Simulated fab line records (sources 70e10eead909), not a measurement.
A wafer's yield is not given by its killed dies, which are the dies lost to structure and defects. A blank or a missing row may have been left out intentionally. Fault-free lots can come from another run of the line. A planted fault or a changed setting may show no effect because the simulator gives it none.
Chamber matching | flow nandHarc | NHARC_A_CONTACT_ETCH_49 on rieDiel-08 has 4 sister chambers
The step etches the open film in N2/H2, target depth 260 nm, time 475.3 s. 7 wafers are shown with their chamber, then 7 later ones without.

EACH WAFER AND ITS CHAMBER
wafer  | chamber | rfVppV (V) | oesProductAu (a.u.)
L296.3 | 3       | 432.8      | 0.996
L293.5 | 3       | 431.8      | 0.986
L293.6 | 2       | 426.5      | 1.005
L297.3 | 1       | 429.9      | 1.016
L297.5 | 0       | 427.0      | 1.009
L299.1 | 0       | 428.0      | 1.008
L299.2 | 2       | 426.4      | 1.008

WAFERS WITH NO CHAMBER GIVEN
wafer  | rfVppV (V) | oesProductAu (a.u.)
L299.3 | 430.1      | 1.006
L300.2 | 426.7      | 0.998
L300.3 | 430.0      | 0.996
L300.6 | 427.1      | 1.006
L316.1 | 431.5      | 0.993
L316.2 | 429.6      | 0.986
L316.5 | 426.2      | 1.006

WHICH CHAMBER EACH WENT THROUGH
wafer  | from the rows above          | in truth
L299.3 | 1                            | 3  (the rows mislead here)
L300.2 | can't be placed: 2 or 0      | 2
L300.3 | can't be placed: 3 or 1 or 0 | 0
L300.6 | can't be placed: 0 or 2      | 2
L316.1 | 3                            | 3
L316.2 | can't be placed: 3 or 0      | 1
L316.5 | can't be placed: 2 or 0      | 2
Correctly placed: 1 of 7. Cannot be placed on the basis of these rows: 5; the candidates contain the true chamber in 4. Number placed wrongly: 1.
How it was worked out, from the rows above alone: a wafer's distance from a chamber is the root of the sum, over the readings, of the square of ((its reading less the chamber's mean) divided by the reading's scatter). The wafer belongs to the nearest chamber; if the next one is less than 2 further off, it can't be placed. Each chamber's mean is taken over the wafers shown for it. The scatter: take each reading less its chamber's mean, square it, sum over the shown wafers, divide by the number of wafers less the number of chambers, and take the root.
